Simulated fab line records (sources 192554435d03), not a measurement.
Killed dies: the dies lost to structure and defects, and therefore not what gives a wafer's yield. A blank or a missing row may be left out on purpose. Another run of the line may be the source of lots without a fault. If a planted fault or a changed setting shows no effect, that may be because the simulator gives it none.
Chamber matching    flow n5Finfet    N5_BEOL_M2_ALD_84 on aldMetal-02: 4 sister chambers
The step deposits TaN, pulse time 2 s, purge time 3 s, co reactant purge time 2 s. 16 wafers are shown with their chamber, then 8 later ones without.

WAFERS WITH THEIR CHAMBER
wafer   chamber  heaterPowerW (W)  susceptorTempC (C)
L074.2  2        404               275.03
L074.3  0        404               275.08
L074.5  1        457               274.94
L075.3  1        449               275.07
L075.4  2        398               275.10
L075.6  3        361               274.82
L078.1  2        389               274.83
L078.2  3        349               275.22
L078.4  0        396               274.93
L081.1  0        405               274.71
L081.4  2        400               274.96
L081.6  2        393               275.12
L083.2  3        367               275.08
L083.3  2        403               275.05
L083.4  0        407               274.83
L093.1  0        413               274.93

SIGNATURES (means of the wafers above)
reading         chamber 0  chamber 1  chamber 2  chamber 3  scatter within a chamber
heaterPowerW    405.00     453.00     397.83     359.00     6.59
susceptorTempC  274.8960   275.0050   275.0150   275.0400   0.136
Rule: for a wafer and a chamber, the distance is found by dividing, reading by reading, the gap between the wafer's reading and the chamber's mean by the reading's scatter, squaring, summing and taking the root. If the next closest chamber is less than 2 further off than the closest, the wafer can't be placed; otherwise it belongs to the closest. The scatter: the root of (the sum of the squares of (reading less its chamber's mean) over the shown wafers, divided by (wafers less chambers)).

WAFERS WHOSE CHAMBER IS MISSING
wafer   heaterPowerW (W)  susceptorTempC (C)
L093.2  455               275.07
L093.5  451               275.18
L094.1  407               274.98
L094.3  462               274.95
L094.5  388               275.20
L096.3  398               275.01
L096.5  401               274.75
L096.6  369               275.13

THE CHAMBER EACH PASSED THROUGH
wafer   from the rows above      in truth
L093.2  1                        1
L093.5  1                        1
L094.1  can't be placed: 0 or 2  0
L094.3  1                        1
L094.5  can't be placed: 2 or 0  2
L096.3  can't be placed: 2 or 0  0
L096.5  can't be placed: 0 or 2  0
L096.6  3                        3
Correct placement for 4 of the 8. These rows do not allow placing 4 (true chamber among the candidates in 4). Number placed wrongly: 0.
